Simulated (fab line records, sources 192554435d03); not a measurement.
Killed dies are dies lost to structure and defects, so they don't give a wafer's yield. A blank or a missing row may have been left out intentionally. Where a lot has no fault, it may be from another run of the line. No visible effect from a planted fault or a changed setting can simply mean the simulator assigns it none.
Split-lot trial	flow n5-finfet	on a route of 1938 steps: 7 lots, 21 wafers read

ON THE SPLIT
At N5_BEOL_M5_ETCH_72 (etches underlayer in N2/H2, target depth 6.5 nm, time 5.2 s), the setting bias-w was moved away from the recipe's 150 W on 5 of the 21 wafers read, by -13.2% to +9.7%. For the rest of the wafers, this setting stayed at what the recipe calls for.

The reading comes from the split's own step.

THE READING
rf-vpp-V, in V, at N5_BEOL_M5_ETCH_72 (etches underlayer in N2/H2, target depth 6.5 nm, time 5.2 s). Fault-free wafers of this fab line usually give 524.4 V, standard deviation 2.7 V.

wafer	tool, chamber at the split	bias-w as run, W	against the recipe	rf-vpp-V, V	against lot-mates on the recipe
L076.2	rie-diel-01, 3	150	recipe	526.3	-
L076.4	rie-diel-01, 1	163.6	+9.1%	553.5	+26.9
L076.5	rie-diel-01, 3	150	recipe	526.9	-
L078.1	rie-diel-02, 3	150	recipe	525.1	-
L078.3	rie-diel-02, 0	150	recipe	522.5	-
L078.4	rie-diel-02, 1	150	recipe	521.6	-
L083.1	rie-diel-01, 1	150	recipe	522.1	-
L083.5	rie-diel-01, 3	150	recipe	525.5	-
L083.6	rie-diel-01, 2	150	recipe	522.1	-
L090.4	rie-diel-01, 0	150	recipe	523.3	-
L090.5	rie-diel-01, 3	150	recipe	528.0	-
L090.6	rie-diel-01, 0	150	recipe	523.9	-
L093.1	rie-diel-06, 3	164.6	+9.7%	554.8	no lot-mate on the recipe
L093.2	rie-diel-06, 2	164.6	+9.7%	557.1	no lot-mate on the recipe
L093.3	rie-diel-06, 1	164.6	+9.7%	554.4	no lot-mate on the recipe
L092.1	rie-diel-02, 2	150	recipe	525.6	-
L092.3	rie-diel-02, 1	150	recipe	519.3	-
L092.6	rie-diel-02, 0	150	recipe	527.3	-
L097.3	rie-diel-02, 2	150	recipe	523.4	-
L097.4	rie-diel-02, 0	150	recipe	526.1	-
L097.5	rie-diel-02, 1	130.2	-13.2%	473.9	-50.9

THE FIT
A straight line over all 21 wafers: rf-vpp-V changes by +3.43 V for each +1% of bias-w; r = +0.99; the points scatter about the line by 2.6 V.
The same after taking each lot's own level away (the mean of its wafers on the recipe; 18 wafers): +3.56 V for each +1%; r = +0.98; scatter 2.6 V.
That fit puts the effect of the largest move of bias-w on the reading at 47 V.
Measured against the standard deviation above, the lots' own levels, which go from 523.07 to 526.60 V, span 1.3 times it.
Consequently the slope shifts little with the lot-to-lot level, the two slopes agreeing.
Check: -39.2 V against its lot-mates is what the line predicts for one of the wafers moved furthest among these (-13.2%) when that wafer is left out of the fit. Against them it came out at -50.9 V.
Tool readings at the split's step, against how far the setting was moved: rf-vpp-V r = +0.99.

THE OTHER SPLITS THESE WAFERS WENT THROUGH
These wafers also went through other splits before the reading. Each is held against what the fit with the lots' levels taken away leaves over:
other split on the same wafers	wafers away from the commonest value	r with rf-vpp-V (lot level and that fit taken away)
N5_BEOL_M0_SAQP_ETCH_107 bias-w	9	-0.32
N5_BEOL_M0_CUTY_DESCUM_61 time-s	10	+0.03
N5_BEOL_M0_TRENCH_ETCH_107 target-depth-a	6	-0.15
N5_BEOL_M1_PECVD_72 time-s	5	+0.22
N5_BEOL_M1_COAT_05 spin-rpm	10	+0.13
N5_BEOL_M3_COAT_62 spin-rpm	3	-0.60

THE FILE'S OWN FIT
rf-vpp-V changes by +3.57 V for each +1% of bias-w, r = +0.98.
